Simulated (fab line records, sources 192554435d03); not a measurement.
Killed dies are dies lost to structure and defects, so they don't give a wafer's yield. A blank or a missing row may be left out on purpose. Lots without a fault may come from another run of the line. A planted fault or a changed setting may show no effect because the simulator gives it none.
Chamber matching | flow n5_finfet | N5_BEOL_M15_DEP_53 on pecvd-04: 3 sister chambers
The step deposits SiCN from 3MS/NH3, target thk 50 nm, time 17.8 s. 6 wafers are shown with their chamber, then 11 later ones without.

WAFERS WITH THEIR CHAMBER
wafer  | chamber | throttle_valve_pct (%) | showerhead_plenum_p_Torr (Torr)
L079.6 | 0       | 17.9                   | 4.155
L082.5 | 1       | 19.1                   | 4.091
L083.1 | 2       | 20.6                   | 4.147
L083.3 | 1       | 18.8                   | 4.105
L083.4 | 0       | 17.8                   | 4.149
L086.2 | 2       | 20.4                   | 4.147

WAFERS WITHOUT THEIR CHAMBER
wafer  | throttle_valve_pct (%) | showerhead_plenum_p_Torr (Torr)
L086.4 | 18.0                   | 4.146
L086.5 | 20.4                   | 4.153
L089.2 | 19.0                   | 4.110
L089.5 | 20.4                   | 4.140
L089.6 | 18.6                   | 4.103
L090.2 | 20.6                   | 4.160
L090.3 | 19.1                   | 4.109
L090.5 | 17.7                   | 4.143
L096.1 | 17.8                   | 4.150
L096.4 | 20.4                   | 4.141
L096.6 | 17.8                   | 4.149

WHICH CHAMBER EACH WENT THROUGH
wafer  | from the rows above | in truth
L086.4 | 0                   | 0
L086.5 | 2                   | 2
L089.2 | 1                   | 1
L089.5 | 2                   | 2
L089.6 | 1                   | 1
L090.2 | 2                   | 2
L090.3 | 1                   | 1
L090.5 | 0                   | 0
L096.1 | 0                   | 0
L096.4 | 2                   | 2
L096.6 | 0                   | 0
Placed correctly: 11 of 11. Can't be placed from these rows: 0. Placed wrongly: 0.
How it was worked out, from the rows above alone: a wafer's distance from a chamber is the root of the sum, over the readings, of the square of ((its reading less the chamber's mean) divided by the reading's scatter). The wafer belongs to the nearest chamber; if the next one is less than 2 further off, it can't be placed. A chamber's mean is the mean of its shown wafers. The scatter: the root of (the sum of the squares of (reading less its chamber's mean) over the shown wafers, divided by (wafers less chambers)).
